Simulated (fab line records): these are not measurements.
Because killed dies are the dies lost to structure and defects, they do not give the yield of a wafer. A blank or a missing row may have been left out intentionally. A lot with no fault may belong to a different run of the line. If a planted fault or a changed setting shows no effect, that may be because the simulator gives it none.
Matching of chambers ; flow nandHarc ; cmp-01 running NHARC_P_M1_CMP_23: 4 sister chambers
The step polishes, t overpolish 20 s, target thk 157.82 nm. 4 wafers are shown with their chamber, then 7 later ones without.

WAFERS, EACH WITH ITS CHAMBER
wafer;chamber;motorCurrentA (A)
L078.3;2;11.9
L078.5;1;10.8
L088.2;0;11.8
L088.3;3;11.7

WAFERS WHOSE CHAMBER IS MISSING
wafer;motorCurrentA (A)
L088.6;11.0
L093.1;11.1
L093.5;11.6
L093.6;11.2
L095.1;11.7
L095.4;12.0
L095.5;11.8

EACH ONE'S CHAMBER
wafer;from the rows above;in truth
L088.6;1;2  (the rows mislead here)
L093.1;can't be placed: 1 or 3 or 0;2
L093.5;can't be placed: 3 or 0 or 2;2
L093.6;can't be placed: 1 or 3 or 0 or 2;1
L095.1;can't be placed: 3 or 0 or 2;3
L095.4;can't be placed: 2 or 0 or 3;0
L095.5;can't be placed: 0 or 2 or 3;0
0 of 7 placed correctly. Cannot be placed on the basis of these rows: 6; the candidates contain the true chamber in 5. 1 placed wrongly.
How it was worked out, from the rows above alone: a wafer's distance from a chamber is the root of the sum, over the readings, of the square of ((its reading less the chamber's mean) divided by the reading's scatter). The wafer belongs to the nearest chamber; if the next one is less than 2 further off, it can't be placed. For every chamber, the mean is computed from those of its wafers that are shown. The scatter (one wafer shown for each chamber): square how far every hidden wafer sits from the nearest shown wafer, average those squares and take the square root.
